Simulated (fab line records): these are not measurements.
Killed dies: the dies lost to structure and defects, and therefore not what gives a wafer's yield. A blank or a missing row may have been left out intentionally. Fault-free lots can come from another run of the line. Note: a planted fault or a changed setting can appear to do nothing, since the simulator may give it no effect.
fab line records	flow n5_finfet
[record] lots = 7	wafers = 21
route steps=1938 shown WELL_APT@24 FIN_SAQP@96 FIN_CUT@160 DUMMY_GATE@225
start_h: the number of hours between the record's first day and the start of the first shown wafer of the lot	wait_h: how many hours have passed since the lot's step before this one	" identical to the entry in the row above	L1.1+2: several wafers, shown together as one row	- no value, or no start was given	* or withheld: withheld	< > ~ a bound
route shown NAME@n: NAME is a module with steps in the file, n the number in the route of the first one	usual: average and standard deviation across the fault-free wafers	same: alike in all rows	chamber/n: place in a boat	sites: the reading at each site	_std_site: standard deviation of those values	_edge_site: mean of outer sites minus mean of inner sites	radius_mm: for every site, how far away it sits from the centre of the wafer	mask NAME#n: copy n	behind: the tool/chamber that last shaped the wafer	hold: cause of the lot's hold/its duration in hours/its outcome	device: whichever transistor did not switch (one of n, p or np)	end of line: the same wafers' tests at the end of the route	a step without rows: its recipe alone	killed: at the first sort, the dies lost to defects and structure; wafer yield is something else	map: dies across one wafer; x = killed, . = not, _ = none there
set.NAME: the setting the step ran with; set.NAME@STEP: the setting that earlier step ran with	model.NAME: the simulator's own value behind a step, which no gauge read
lots run with intentionally changed settings; tables by step, rows by wafer
[[steps]]
[step N5_WELL_APT_EXPOSE_05]
[recipe] mask_id = NWELL	na = 0.8	source_shape = conventional	sigma_outer = 0.8	polarization = unpolarized	defocus_nm = 0	target_cd_nm = 200	dose_mj = 20.3
lot.wafer	tool	chamber	start_h	wait_h	mask	set.dose_mj
L076.1+2+3	krf_scanner-02	0	25.51	-	NWELL#0	20.3
L080.1+5	krf_scanner-02	0	49.66	-	NWELL#0	19.47
L080.4	"	0	"	"	NWELL#0	20.3
L083.2+3+4	krf_scanner-02	0	67.40	-	NWELL#0	20.3
L084.3+4+6	krf_scanner-02	0	73.54	-	NWELL#0	20.3
L085.3	krf_scanner-02	0	79.58	-	NWELL#0	19.61
L085.4+6	"	0	"	"	NWELL#0	20.3
L090.1	krf_scanner-01	0	109.40	-	NWELL#0	21.71
L090.3+4	"	0	"	"	NWELL#0	20.3
L093.1+3+5	krf_scanner-01	0	127.83	-	NWELL#0	20.3
[step N5_WELL_APT_PEB_06]
[recipe] peb_temp_c = 130	peb_time_s = 90
[step N5_WELL_APT_DEVELOP_07]
[recipe] develop_time_s = 45	rinse_liquid = surfactant_rinse	dry = air_spin	dev_temp_c = 21
[step N5_WELL_APT_HARDBAKE_12]
[recipe] temp_c = 130	time_s = 120
[step N5_WELL_APT_CD_MEAS_08]
[recipe] target_cd_nm = 200	landing_energy_ev = 500	detector = se_inlens
[usual] cd_nm = 200.5/1.6
lot.wafer	tool	chamber	start_h	wait_h	set.dose_mj@WELL_APT_EXPOSE_05	cd_nm
L076.1	cd_sem-01	0	25.68	-	20.3	201.2
L076.2	"	0	"	"	20.3	202.9
L076.3	"	0	"	"	20.3	199.2
L080.1	cd_sem-01	0	49.83	-	19.47	192.9
L080.4	"	0	"	"	20.3	201.1
L080.5	"	0	"	"	19.47	196.1
L083.2	cd_sem-01	0	67.57	-	20.3	199.8
L083.3	"	0	"	"	20.3	199.3
L083.4	"	0	"	"	20.3	198.7
L084.3	cd_sem-01	0	73.71	-	20.3	199.9
L084.4	"	0	"	"	20.3	200.6
L084.6	"	0	"	"	20.3	202.0
L085.3	cd_sem-02	0	79.74	-	19.61	193.8
L085.4	"	0	"	"	20.3	199.0
L085.6	"	0	"	"	20.3	197.4
L090.1	cd_sem-03	0	109.57	-	21.71	210.6
L090.3	"	0	"	"	20.3	200.1
L090.4	"	0	"	"	20.3	203.6
L093.1	cd_sem-03	0	128.01	-	20.3	199.7
L093.3	"	0	"	"	20.3	199.4
L093.5	"	0	"	"	20.3	203.0
[step N5_WELL_APT_DESCUM_13]
[recipe] chemistry = O2	time_s = 7.9	source_power_w = 50	bias_power_w = 20	pressure_mtorr = 20	rf_frequency_hz = 2.712e+07	temp_c = 40	o2_flow_sccm = 225
lot.wafer	tool	chamber	start_h	wait_h	set.time_s	set.dose_mj@WELL_APT_EXPOSE_05	model.WELL_APT.cd_nm
L076.1	rie_diel-05	1	25.77	0.0	7.9	20.3	201
L076.2	"	3	"	"	7.9	20.3	202.6
L076.3	"	2	"	"	7.9	20.3	199.3
L080.1	rie_diel-05	2	50.02	0.1	7.391	19.47	192.8
L080.4	"	1	"	"	7.9	20.3	200.8
L080.5	"	3	"	"	7.9	19.47	195.8
L083.2	rie_diel-03	1	67.78	0.2	7.9	20.3	199.8
L083.3	"	0	"	"	7.9	20.3	200
L083.4	"	3	"	"	7.9	20.3	198.3
L084.3	rie_diel-05	2	73.79	0.0	7.9	20.3	199.7
L084.4	"	0	"	"	7.9	20.3	200.3
L084.6	"	2	"	"	6.804	20.3	201.9
L085.3	rie_diel-01	3	79.82	0.0	7.9	19.61	193.5
L085.4	"	2	"	"	7.184	20.3	199.1
L085.6	"	1	"	"	7.9	20.3	197.4
L090.1	rie_diel-05	3	109.66	0.0	9.373	21.71	210.8
L090.3	"	0	"	"	9.373	20.3	200.4
L090.4	"	1	"	"	9.373	20.3	204
L093.1	rie_diel-01	2	128.41	0.3	7.253	20.3	199.8
L093.3	"	1	"	"	7.253	20.3	199.3
L093.5	"	0	"	"	7.253	20.3	202.9
[step N5_FIN_SAQP_HM_DEP_03]
[recipe] material = SiNx	target_thk_a = 380	temp_c = 400	precursor = SiH4/NH3/N2	pressure_torr = 1.5	rf_w = 300	time_s = 33.6
lot.wafer	tool	chamber	start_h	wait_h	set.time_s	model.SiNx_of_FIN_SAQP_HM_DEP_03.thk_nm
L076.1	pecvd-04	1	32.99	0.2	33.6	37.21
L076.2	"	0	"	"	29.18	32.24
L076.3	"	2	"	"	33.6	38.35
L080.1	pecvd-03	0	56.58	0.2	33.6	36.99
L080.4	"	1	"	"	33.6	38.79
L080.5	"	0	"	"	33.6	38.09
L083.2	pecvd-03	0	74.88	0.2	33.6	37.51
L083.3	"	2	"	"	33.6	38.22
L083.4	"	0	"	"	33.6	38
L084.3	pecvd-03	1	80.67	0.1	33.6	38.37
L084.4	"	0	"	"	33.6	38.68
L084.6	"	2	"	"	33.6	39.01
L085.3	pecvd-03	0	86.47	0.1	33.6	37.16
L085.4	"	0	"	"	30.34	34.52
L085.6	"	2	"	"	30.34	34.42
L090.1	pecvd-02	2	117.69	0.2	32.2	36.35
L090.3	"	0	"	"	33.6	37.98
L090.4	"	2	"	"	32.2	36.62
L093.1	pecvd-03	0	136.71	0.2	33.6	37.66
L093.3	"	1	"	"	33.6	38.02
L093.5	"	0	"	"	33.6	38.56
[step N5_FIN_SAQP_THK_MEAS_05]
[usual] thk_nm = 38.0/0.44
lot.wafer	tool	chamber	start_h	wait_h	set.time_s@FIN_SAQP_HM_DEP_03	thk_nm
L076.1	film_metro-02	-	33.07	0.1	33.6	37.2
L076.2	"	-	"	"	29.18	32.2
L076.3	"	-	"	"	33.6	38.4
L080.1	film_metro-02	-	56.67	0.1	33.6	37.0
L080.4	"	-	"	"	33.6	38.8
L080.5	"	-	"	"	33.6	38.1
L083.2	film_metro-01	-	74.97	0.1	33.6	37.6
L083.3	"	-	"	"	33.6	38.2
L083.4	"	-	"	"	33.6	38.0
L084.3	film_metro-01	-	80.76	0.1	33.6	38.4
L084.4	"	-	"	"	33.6	38.7
L084.6	"	-	"	"	33.6	39.0
L085.3	film_metro-01	-	86.56	0.1	33.6	37.2
L085.4	"	-	"	"	30.34	34.6
L085.6	"	-	"	"	30.34	34.5
L090.1	film_metro-02	-	117.77	0.1	32.2	36.3
L090.3	"	-	"	"	33.6	37.9
L090.4	"	-	"	"	32.2	36.6
L093.1	film_metro-01	-	136.80	0.1	33.6	37.7
L093.3	"	-	"	"	33.6	38.0
L093.5	"	-	"	"	33.6	38.6
[step N5_FIN_SAQP_EXPOSE_13]
[recipe] mask_id = FIN_CORE	na = 1.35	source_shape = dipole	sigma_inner = 0.538	sigma_outer = 0.738	polarization = te	target_cd_nm = 35.6	dose_mj = 63.25
lot.wafer	tool	chamber	start_h	wait_h	mask	set.dose_mj
L076.1	arfi_scanner-03	0	33.70	-	FIN_CORE#0	63.25
L076.2+3	"	0	"	"	FIN_CORE#0	65.34
L080.1+4	arfi_scanner-03	0	57.11	-	FIN_CORE#0	67.95
L080.5	"	0	"	"	FIN_CORE#0	63.25
L083.2+3+4	arfi_scanner-03	0	75.54	-	FIN_CORE#0	63.25
L084.3+6	arfi_scanner-01	0	81.37	-	FIN_CORE#0	66.12
L084.4	"	0	"	"	FIN_CORE#0	63.25
L085.3+4+6	arfi_scanner-02	0	87.14	-	FIN_CORE#0	60.23
L090.1+3+4	arfi_scanner-03	0	118.21	-	FIN_CORE#0	63.25
L093.1	arfi_scanner-03	0	137.36	-	FIN_CORE#0	63.25
L093.3+5	"	0	"	"	FIN_CORE#0	59.51
[step N5_FIN_SAQP_PEB_14]
[recipe] peb_temp_c = withheld	peb_time_s = 60	resist = CAR-ArF
[step N5_FIN_SAQP_DEVELOP_15]
[recipe] develop_time_s = 30	developer = TMAH	resist = CAR-ArF	dev_temp_c = 23	rinse_liquid = diw	dry = air_spin
[step N5_FIN_SAQP_CD_MEAS_16]
[recipe] target_cd_nm = 35.6	landing_energy_ev = 500	detector = se_inlens
[usual] cd_nm = 35.6/0.35
lot.wafer	tool	chamber	start_h	wait_h	set.dose_mj@FIN_SAQP_EXPOSE_13	cd_nm
L076.1	cd_sem-01	0	33.83	-	63.25	35.4
L076.2	"	0	"	"	65.34	34.4
L076.3	"	0	"	"	65.34	35.0
L080.1	cd_sem-03	0	57.24	-	67.95	33.5
L080.4	"	0	"	"	67.95	33.6
L080.5	"	0	"	"	63.25	35.3
L083.2	cd_sem-02	0	75.66	-	63.25	35.8
L083.3	"	0	"	"	63.25	35.5
L083.4	"	0	"	"	63.25	35.9
L084.3	cd_sem-01	0	81.49	-	66.12	34.7
L084.4	"	0	"	"	63.25	35.5
L084.6	"	0	"	"	66.12	34.3
L085.3	cd_sem-02	0	87.26	-	60.23	36.8
L085.4	"	0	"	"	60.23	36.3
L085.6	"	0	"	"	60.23	36.4
L090.1	cd_sem-01	0	118.34	-	63.25	35.6
L090.3	"	0	"	"	63.25	35.8
L090.4	"	0	"	"	63.25	35.6
L093.1	cd_sem-03	0	137.49	-	63.25	35.5
L093.3	"	0	"	"	59.51	36.7
L093.5	"	0	"	"	59.51	36.9
[step N5_FIN_SAQP_ETCH_57]
[recipe] chemistry = CH3F/O2	target = SiNx	mask_material = SiO2	target_depth_a = 325	time_s = 46.4	pressure_mtorr = 30	source_w = 395	bias_w = 73	Ar_flow_sccm = 150	CH3F_flow_sccm = 30	O2_flow_sccm = 20	ion_energy_ev = 120	ends = cleared
[step N5_FIN_SAQP_ETCH_65]
[recipe] chemistry = CF4	target = SiO2	target_depth_a = 40	ion_energy_ev = 350	time_s = 4.4	pressure_mtorr = 10	icp_w = 800	bias_w = 400	cf4_flow_sccm = 80
[step N5_FIN_SAQP_MANDREL_ETCH_58]
[recipe] chemistry = HBr/Cl2	target = a-Si	target_depth_a = 450	bt_time_s = 10	stop_on = SiNx	mask_material = SiO2	over_etch_frac = 0.8	time_s = 27	pressure_mtorr = 10	icp_w = 800	bias_w = 75	HBr_flow_sccm = 150	Cl2_flow_sccm = 80	ends = end_point
lot.wafer	tool	chamber	start_h	wait_h	set.time_s@FIN_SAQP_HM_DEP_03	model.SiNx_of_FIN_SAQP_HM_DEP_03.thk_nm
L076.1	rie_si-01	2	36.39	0.0	33.6	37.21
L076.2	"	1	"	"	29.18	32.2
L076.3	"	0	"	"	33.6	38.4
L080.1	rie_si-05	1	59.53	0.0	33.6	37
L080.4	"	3	"	"	33.6	38.79
L080.5	"	2	"	"	33.6	38
L083.2	rie_si-01	2	77.95	0.0	33.6	37.51
L083.3	"	0	"	"	33.6	38.2
L083.4	"	3	"	"	33.6	38
L084.3	rie_si-05	2	83.78	0.0	33.6	38.2
L084.4	"	0	"	"	33.6	38.68
L084.6	"	0	"	"	33.6	39.01
L085.3	rie_si-01	0	90.28	0.0	33.6	37.2
L085.4	"	3	"	"	30.34	34.52
L085.6	"	0	"	"	30.34	34.4
L090.1	rie_si-05	3	121.26	0.0	32.2	36.35
L090.3	"	0	"	"	33.6	37.98
L090.4	"	2	"	"	32.2	36.6
L093.1	rie_si-01	0	140.02	0.0	33.6	37.6
L093.3	"	2	"	"	33.6	38.02
L093.5	"	2	"	"	33.6	38.56
[step N5_FIN_SAQP_RECESS_63]
[recipe] chemistry = HF/NH3	target = SiO2	target_depth_a = 180	afs_cycles = 3	temp_c = 30	sublimation_temp_c = 180	sublimation_time_s = 60
[step N5_FIN_SAQP_COAT_68]
[recipe] resist = SOC	temp_c = 250	time_s = 60	spin_rpm = 1500	resist_thk_nm = 100
[step N5_FIN_SAQP_MANDREL2_REMOVE_60]
[recipe] chemistry = HBr/Cl2/O2	bt_time_s = 10	target = a-Si	stop_on = SiNx	endpoint = OES-SiCl	over_etch_frac = 1	icp_w = 600	bias_w = 22	HBr_flow_sccm = 150	Cl2_flow_sccm = 80	O2_flow_sccm = 5	pressure_mtorr = 10
[step N5_FIN_SAQP_HM_OPEN_33]
[recipe] chemistry = CH3F/O2	target = SiNx	mask_material = SiO2	target_depth_a = 494	time_s = 70.6	pressure_mtorr = 30	source_w = 395	bias_w = 73	Ar_flow_sccm = 150	CH3F_flow_sccm = 30	O2_flow_sccm = 20	ion_energy_ev = 120	ends = cleared
[usual] etch_rf_on_time_s = 69.3/1.4
lot.wafer	tool	chamber	start_h	wait_h	set.time_s@FIN_SAQP_HM_DEP_03	etch_rf_on_time_s	model.etch.depth_nm
L076.1	rie_diel-05	2	38.14	0.0	33.6	65.7	36.58
L076.2	"	1	"	"	29.18	59.0	31.54
L076.3	"	3	"	"	33.6	69.1	37.72
L080.1	rie_diel-03	0	61.02	0.1	33.6	67.6	36.36
L080.4	"	3	"	"	33.6	70.5	38.17
L080.5	"	0	"	"	33.6	69.6	37.38
L083.2	rie_diel-05	2	79.44	0.0	33.6	66.8	36.88
L083.3	"	1	"	"	33.6	71.2	37.59
L083.4	"	3	"	"	33.6	68.7	37.38
L084.3	rie_diel-01	0	85.74	0.0	33.6	71.2	37.66
L084.4	"	2	"	"	33.6	70.3	38.06
L084.6	"	0	"	"	33.6	73.1	38.38
L085.3	rie_diel-01	0	91.75	0.0	33.6	69.4	36.53
L085.4	"	2	"	"	30.34	63.4	33.89
L085.6	"	0	"	"	30.34	63.8	33.79
L090.1	rie_diel-05	2	122.77	0.0	32.2	64.9	35.72
L090.3	"	0	"	"	33.6	69.5	37.35
L090.4	"	2	"	"	32.2	65.3	35.91
L093.1	rie_diel-03	1	141.66	0.0	33.6	70.2	37.03
L093.3	"	0	"	"	33.6	70.5	37.39
L093.5	"	0	"	"	33.6	71.7	37.93
[step N5_FIN_SAQP_ETCH_34]
[recipe] chemistry = C4F6/O2	target = SiO2	target_depth_a = 450	time_s = 15	ion_energy_ev = 250	pressure_mtorr = 30	source_w = 345	bias_w = 185	Ar_flow_sccm = 300	C4F6_flow_sccm = 10	O2_flow_sccm = 10	ends = cleared
[step N5_FIN_SAQP_STRIP_77]
[recipe] chemistry = N2/H2	time_s = 90	power_w = 100	temp_c = 40	pressure_mtorr = 100	rf_frequency_hz = 6e+07	bias_power_w = 3	n2_flow_sccm = 300	h2_flow_sccm = 300
[step N5_FIN_SAQP_ETCH_64]
[recipe] chemistry = CF4	target = SiO2	target_depth_a = 15	ion_energy_ev = 350	pressure_mtorr = 10	icp_w = 800	bias_w = 400	cf4_flow_sccm = 80
[step N5_FIN_SAQP_FIN_ETCH_36]
[recipe] chemistry = HBr/Cl2/O2	target_depth_a = 1200	mask_material = SiNx	time_s = 50.4	bias_w = 102	pressure_mtorr = 10	icp_w = 800	HBr_flow_sccm = 150	Cl2_flow_sccm = 80	O2_flow_sccm = 12
lot.wafer	tool	chamber	start_h	wait_h	set.time_s@FIN_SAQP_HM_DEP_03	model.SiNx_of_FIN_SAQP_HM_DEP_03.thk_nm
L076.1	rie_si-01	0	38.43	0.0	33.6	20.6
L076.2	"	3	"	"	29.18	15.2
L076.3	"	2	"	"	33.6	21.6
L080.1	rie_si-03	2	61.31	0.0	33.6	20
L080.4	"	0	"	"	33.6	22.2
L080.5	"	0	"	"	33.6	21.6
L083.2	rie_si-03	2	79.74	0.0	33.6	20.6
L083.3	"	1	"	"	33.6	21.4
L083.4	"	0	"	"	33.6	21.6
L084.3	rie_si-01	1	86.03	0.0	33.6	21.2
L084.4+6	"	0,3	"	"	33.6	22
L085.3	rie_si-01	1	92.03	0.0	33.6	20.2
L085.4	"	2	"	"	30.34	17.6
L085.6	"	1	"	"	30.34	17.4
L090.1	rie_si-05	2	123.15	0.0	32.2	19.4
L090.3	"	0	"	"	33.6	21.4
L090.4	"	3	"	"	32.2	19.8
L093.1	rie_si-01	1	141.95	0.0	33.6	20.6
L093.3	"	2	"	"	33.6	21.2
L093.5	"	1	"	"	33.6	21.6
[step N5_FIN_CUT_EXPOSE_05]
[recipe] mask_id = FIN_CUT	na = 0.33	source_shape = annular	sigma_inner = 0.35	sigma_outer = 0.8	polarization = unpolarized	dose_mj = 45.75
lot.wafer	tool	chamber	start_h	wait_h	mask	set.dose_mj
L076.1+2	euv_scanner-01	0	38.97	-	FIN_CUT#0	44.46
L076.3	"	0	"	"	FIN_CUT#0	45.75
L080.1+5	euv_scanner-02	0	61.73	-	FIN_CUT#0	45.75
L080.4	"	0	"	"	FIN_CUT#0	46.98
L083.2+3+4	euv_scanner-02	0	80.16	-	FIN_CUT#0	45.75
L084.3+4	euv_scanner-02	0	86.47	-	FIN_CUT#0	45.75
L084.6	"	0	"	"	FIN_CUT#0	44.84
L085.3+4	euv_scanner-01	0	92.59	-	FIN_CUT#0	45.75
L085.6	"	0	"	"	FIN_CUT#0	42.98
L090.1+3+4	euv_scanner-01	0	123.60	-	FIN_CUT#0	45.75
L093.1+3+5	euv_scanner-02	0	142.50	-	FIN_CUT#0	45.75
[step N5_FIN_CUT_PEB_06]
[recipe] peb_temp_c = 100	peb_time_s = 60	resist = CAR-EUV
[step N5_FIN_CUT_DEVELOP_07]
[recipe] develop_time_s = 30	developer = TMAH	resist = CAR-EUV	rinse_liquid = surfactant_rinse	dry = air_spin	dev_temp_c = 23
[step N5_FIN_CUT_DESCUM_13]
[recipe] chemistry = O2	time_s = 7	source_power_w = 50	bias_power_w = 20	pressure_mtorr = 20	rf_frequency_hz = 2.712e+07	temp_c = 40	resist = CAR-EUV	o2_flow_sccm = 225
[step N5_FIN_CUT_ETCH_30]
[recipe] chemistry = N2/H2	target = underlayer	target_depth_a = 130	mask_material = CAR-EUV	time_s = 10.4	ion_energy_ev = 200	pressure_mtorr = 30	source_w = 840	bias_w = 150	n2_flow_sccm = 200	h2_flow_sccm = 200	ends = cleared
lot.wafer	tool	chamber	start_h	wait_h	set.dose_mj@FIN_CUT_EXPOSE_05	model.FIN_CUT.cd_offset_nm
L076.1	rie_diel-06	2	39.26	0.0	44.46	-0.4
L076.2	"	0	"	"	44.46	-0.8
L076.3	"	1	"	"	45.75	0
L080.1	rie_diel-06	1	62.19	0.0	45.75	0.2
L080.4	"	0	"	"	46.98	0.6
L080.5	"	2	"	"	45.75	0
L083.2+3	rie_diel-06	1,3	80.45	0.0	45.75	0.4
L083.4	"	3	"	"	45.75	0.2
L084.3	rie_diel-04	2	86.75	0.0	45.75	-0.2
L084.4	"	1	"	"	45.75	0
L084.6	"	2	"	"	44.84	-0.6
L085.3+4	rie_diel-04	1	92.93	0.0	45.75	0
L085.6	"	2	"	"	42.98	-1
L090.1	rie_diel-02	0	123.89	0.0	45.75	0.2
L090.3+4	"	2,3	"	"	45.75	0
L093.1+5	rie_diel-04	0,1	144.19	0.0	45.75	-0.2
L093.3	"	2	"	"	45.75	0.2
[step N5_FIN_CUT_ETCH_20]
[recipe] chemistry = CF4	target = SiARC	target_depth_a = 260	mask_material = CAR-EUV	time_s = 43.3	ion_energy_ev = 80	pressure_mtorr = 40	source_w = 545	bias_w = 36	Ar_flow_sccm = 100	cf4_flow_sccm = 100	ends = cleared
lot.wafer	tool	chamber	start_h	wait_h	set.dose_mj@FIN_CUT_EXPOSE_05	model.FIN_CUT.cd_offset_nm
L076.1	rie_diel-06	2	39.28	0.0	44.46	-0.2
L076.2	"	0	"	"	44.46	-0.8
L076.3	"	1	"	"	45.75	0
L080.1	rie_diel-06	1	62.21	0.0	45.75	0.2
L080.4	"	0	"	"	46.98	0.6
L080.5	"	2	"	"	45.75	0
L083.2	rie_diel-06	1	80.47	0.0	45.75	0.2
L083.3+4	"	3	"	"	45.75	0.4
L084.3+4	rie_diel-04	2,1	86.77	0.0	45.75	-0.2
L084.6	"	2	"	"	44.84	-0.6
L085.3+4	rie_diel-04	1	92.95	0.0	45.75	-0.2
L085.6	"	2	"	"	42.98	-1.2
L090.1+4	rie_diel-02	0,3	123.91	0.0	45.75	0.2
L090.3	"	2	"	"	45.75	0
L093.1	rie_diel-04	0	144.21	0.0	45.75	0
L093.3	"	2	"	"	45.75	0.2
L093.5	"	1	"	"	45.75	-0.2
[step N5_DUMMY_GATE_COAT_09]
[recipe] resist = CAR-EUV	spin_rpm = 1500	resist_thk_nm = 30
lot.wafer	tool	chamber	start_h	wait_h	set.spin_rpm	model.CAR-EUV_of_DUMMY_GATE_COAT_09.thk_nm
L076.1	litho_track-01	0	-	-	1379	31.2
L076.2+3	"	0	"	"	1500	30
L080.1	litho_track-02	0	-	-	1655	28.4
L080.4+5	"	0	"	"	1500	30
L083.2+3	litho_track-02	0	-	-	1500	30
L083.4	"	0	"	"	1500	30.2
L084.3+4+6	litho_track-01	0	-	-	1500	30
L085.3+4	litho_track-05	0	-	-	1340	31.6
L085.6	"	0	"	"	1500	29.8
L090.1+3+4	litho_track-05	0	-	-	1500	30
L093.1+3	litho_track-05	0	-	-	1500	30
L093.5	"	0	"	"	1500	30.2
[step N5_DUMMY_GATE_EBR_11]
[recipe] solvent = PGMEA	ebr_width_mm = 1.5
[step N5_DUMMY_GATE_SOFTBAKE_10]
[recipe] temp_c = 110	time_s = 60	resist = CAR-EUV
[step N5_DUMMY_GATE_DESCUM_20]
[recipe] chemistry = O2	time_s = 6.2	source_power_w = 50	bias_power_w = 20	pressure_mtorr = 20	rf_frequency_hz = 2.712e+07	temp_c = 40	resist = CAR-EUV	o2_flow_sccm = 225
lot.wafer	tool	chamber	start_h	wait_h	set.spin_rpm@DUMMY_GATE_COAT_09	model.CAR-EUV_of_DUMMY_GATE_COAT_09.thk_nm
L076.1	rie_diel-04	1	62.68	0.3	1379	27.6
L076.2+3	"	2,0	"	"	1500	26.4
L080.1	rie_diel-02	1	82.14	0.0	1655	25
L080.4	"	2	"	"	1500	26.6
L080.5	"	0	"	"	1500	26.4
L083.2+4	rie_diel-04	2	99.07	0.0	1500	26.6
L083.3	"	1	"	"	1500	26.4
L084.3+4+6	rie_diel-06	1,2,1	105.10	0.0	1500	26.4
L085.3	rie_diel-02	2	113.93	0.0	1340	28.2
L085.4	"	1	"	"	1340	28
L085.6	"	1	"	"	1500	26.4
L090.1+4	rie_diel-02	3,1	144.72	1.5	1500	26.4
L090.3	"	2	"	"	1500	26.6
L093.1+3	rie_diel-04	3,2	164.58	0.1	1500	26.4
L093.5	"	1	"	"	1500	26.6
[[key]]
[split] step = N5_WELL_APT_EXPOSE_05	setting = dose_mj	stated = 20.3	by = wafer
[response] step = N5_WELL_APT_CD_MEAS_08	reading = cd_nm	change = +1.34	per = 1%	r = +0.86
[response] step = N5_WELL_APT_DESCUM_13	reading = model.WELL_APT.cd_nm	change = +1.34	per = 1%	r = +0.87
[split] step = N5_WELL_APT_DESCUM_13	setting = time_s	stated = 7.9	by = wafer
response none clear
[split] step = N5_FIN_SAQP_HM_DEP_03	setting = time_s	stated = 33.6	by = wafer
[response] step = N5_FIN_SAQP_HM_DEP_03	reading = model.SiNx_of_FIN_SAQP_HM_DEP_03.thk_nm	change = +0.37	per = 1%	r = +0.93
[response] step = N5_FIN_SAQP_THK_MEAS_05	reading = thk_nm	change = *	per = 1%	r = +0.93
[response] step = N5_FIN_SAQP_MANDREL_ETCH_58	reading = model.SiNx_of_FIN_SAQP_HM_DEP_03.thk_nm	change = +0.375	per = 1%	r = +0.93
[response] step = N5_FIN_SAQP_HM_OPEN_33	reading = etch_rf_on_time_s	change = *	per = 1%	r = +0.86
[response] step = N5_FIN_SAQP_HM_OPEN_33	reading = model.etch.depth_nm	change = +0.374	per = 1%	r = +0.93
[response] step = N5_FIN_SAQP_FIN_ETCH_36	reading = model.SiNx_of_FIN_SAQP_HM_DEP_03.thk_nm	change = +0.391	per = 1%	r = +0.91
[split] step = N5_FIN_SAQP_EXPOSE_13	setting = dose_mj	stated = 63.25	by = wafer
[response] step = N5_FIN_SAQP_CD_MEAS_16	reading = cd_nm	change = -0.218	per = 1%	r = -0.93
[split] step = N5_FIN_CUT_EXPOSE_05	setting = dose_mj	stated = 45.75	by = wafer
[response] step = N5_FIN_CUT_ETCH_30	reading = model.FIN_CUT.cd_offset_nm	change = +0.181	per = 1%	r = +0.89
[response] step = N5_FIN_CUT_ETCH_20	reading = model.FIN_CUT.cd_offset_nm	change = +0.172	per = 1%	r = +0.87
[split] step = N5_DUMMY_GATE_COAT_09	setting = spin_rpm	stated = 1500	by = wafer
[response] step = N5_DUMMY_GATE_COAT_09	reading = model.CAR-EUV_of_DUMMY_GATE_COAT_09.thk_nm	change = -0.159	per = 1%	r = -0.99
[response] step = N5_DUMMY_GATE_DESCUM_20	reading = model.CAR-EUV_of_DUMMY_GATE_COAT_09.thk_nm	change = -0.152	per = 1%	r = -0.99
